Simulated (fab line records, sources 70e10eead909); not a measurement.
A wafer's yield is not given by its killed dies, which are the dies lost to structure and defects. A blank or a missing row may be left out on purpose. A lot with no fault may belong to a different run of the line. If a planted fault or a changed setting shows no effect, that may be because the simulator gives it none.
Chamber matching | flow nand_harc | 4 sister chambers for NHARC_A_STAIRCASE_ALD_420 on ald_hk-04
The step deposits SiO2, target thk 20 nm, pulse time 6 s, ald cycles 200. 4 wafers are shown with their chamber, then 7 later ones without.

## WAFERS, EACH WITH ITS CHAMBER
wafer  | chamber | heater_power_w (W)
L087.4 | 0       | 464
L087.6 | 2       | 437
L088.2 | 1       | 563
L088.3 | 3       | 472

## WAFERS WITH NO CHAMBER GIVEN
wafer  | heater_power_w (W)
L088.5 | 473
L093.1 | 444
L093.2 | 472
L093.5 | 468
L097.1 | 436
L097.3 | 547
L097.5 | 554

## THE CHAMBER EACH PASSED THROUGH
wafer  | from the rows above     | in truth
L088.5 | can't be placed: 3 or 0 | 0
L093.1 | can't be placed: 2 or 0 | 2
L093.2 | can't be placed: 3 or 0 | 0
L093.5 | can't be placed: 0 or 3 | 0
L097.1 | 2                       | 2
L097.3 | 1                       | 1
L097.5 | 1                       | 1
Correctly placed: 3 of 7. Not placeable from these rows: 4 (in 4, the candidates include the true chamber). Wrongly placed: 0.
How it was worked out, from the rows above alone: a wafer's distance from a chamber is the root of the sum, over the readings, of the square of ((its reading less the chamber's mean) divided by the reading's scatter). If the next closest chamber is less than 2 further off than the closest, the wafer can't be placed; otherwise it belongs to the closest. The mean given for a chamber averages the wafers shown for that chamber. The scatter (one wafer shown for each chamber): square how far every hidden wafer sits from the nearest shown wafer, average those squares and take the square root.
